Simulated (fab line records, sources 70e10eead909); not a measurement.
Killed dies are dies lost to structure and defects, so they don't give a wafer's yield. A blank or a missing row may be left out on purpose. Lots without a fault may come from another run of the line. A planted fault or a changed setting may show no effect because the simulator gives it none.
A struck lot beside a sound one | flow nand_harc | 17 steps out of a route of 1302
Sound: wafers L386.3, L386.4, L386.6. Struck: wafers L388.1, L388.3, L388.4. The cause comes at the end.
At each step with rows: each side's tool, then ch and its chambers, then its first start. Under that, the readings that differ: sound wafers | struck wafers | difference of the means | sigmas: that difference in standard deviations of wafers without a fault.
alike: readings whose means differ by less than 2 such deviations, and words and numbers that are the same on both sides. not compared: withheld readings, readings that some wafer has no value for, bounds like >300 that may hide the same value, and numbers for which the record gives no deviation and whose values overlap.
The two part at a step that has a row with sigmas, a row that says differs or no value, or rows on one side only. Numbers that don't overlap but have no deviation are shown without sigmas and don't part them. A reading that every wafer of one side lacks parts them only if that side has two wafers or more.

NHARC_A_STAIRCASE_CMP_472: polishes SiO2.
  sound on cmp-03 ch 0,1, day 23 09:20; struck on cmp-01 ch 1,2,3, day 25 16:51
  alike: motor_current_A, retaining_ring_pressure_frac
then, 1 step without rows for these wafers: NHARC_A_STAIRCASE_SRD_474.
NHARC_A_STAIRCASE_INSPECT_155:
  sound on defect_inspect-01, day 23 09:41; struck on defect_inspect-01, day 25 17:10
  alike: raw_defect_count
NHARC_A_SGD_CUT_DEP_00: deposits SiNx, target thk 50 nm.
  sound on pecvd-03 ch 0,1,2, day 23 09:46; struck on pecvd-04 ch 0,1,2, day 25 17:14
  alike: heater_power_w
then, 7 steps without rows for these wafers: NHARC_A_SGD_CUT_DEHYDRATE_01 (time 120 s); NHARC_A_SGD_CUT_HMDS_02 (time 30 s); NHARC_A_SGD_CUT_COAT_56 (time 75 s); NHARC_A_SGD_CUT_COAT_57 (time 65 s); NHARC_A_SGD_CUT_COAT_03 (resist thk 90 nm); NHARC_A_SGD_CUT_SOFTBAKE_04 (time 55 s); NHARC_A_SGD_CUT_EBR_05.
NHARC_A_SGD_CUT_EXPOSE_06: exposes mask SGD.
  sound on arfi_scanner-03 ch 0, day 23 10:20; struck on arfi_scanner-03 ch 0, day 25 17:49
  reading              | sound             | struck            | difference | sigmas
  exposure_dose_mJ_cm2 | 85.38 85.49 85.43 | 56.04 56.11 56.01 | -29.38     | -99 or more
  alike: mask, reticle_temp_C
then, 2 steps without rows for these wafers: NHARC_A_SGD_CUT_PEB_07 (peb time 65 s); NHARC_A_SGD_CUT_DEVELOP_08 (develop time 35 s).
NHARC_A_SGD_CUT_CD_MEAS_09: target cd 100 nm.
  sound on cd_sem-01 ch 0, day 23 10:28; struck on cd_sem-01 ch 0, day 25 17:57
  reading    | sound           | struck         | difference | sigmas
  cd_nm (nm) | 99.4 99.3 100.0 | 76.3 75.8 75.9 | -23.6      | -50
NHARC_A_SGD_CUT_OVL_MEAS_10:
  sound on overlay-01, day 23 10:33; struck on overlay-01, day 25 18:02
  alike: overlay_x_nm, overlay_y_nm
-- the record jumps here: 5 days lie between the struck wafers' starts before and after (it left off in module A_SGD_CUT and takes up again in module END, whose first step shown is number 1302 of the route) --
NHARC_END_SORT_01:
  the record has rows for the struck wafers here (prober-01 ch 0, day 31 04:26) and none for the sound ones

WHERE THEY PART
First at NHARC_A_SGD_CUT_EXPOSE_06; last, within this record, at NHARC_END_SORT_01.

WHY: what the simulator had put in
Process parameter drift: arfi_scanner-03, from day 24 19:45 on, at NHARC_A_SGD_CUT_EXPOSE_06. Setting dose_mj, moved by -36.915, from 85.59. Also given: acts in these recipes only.
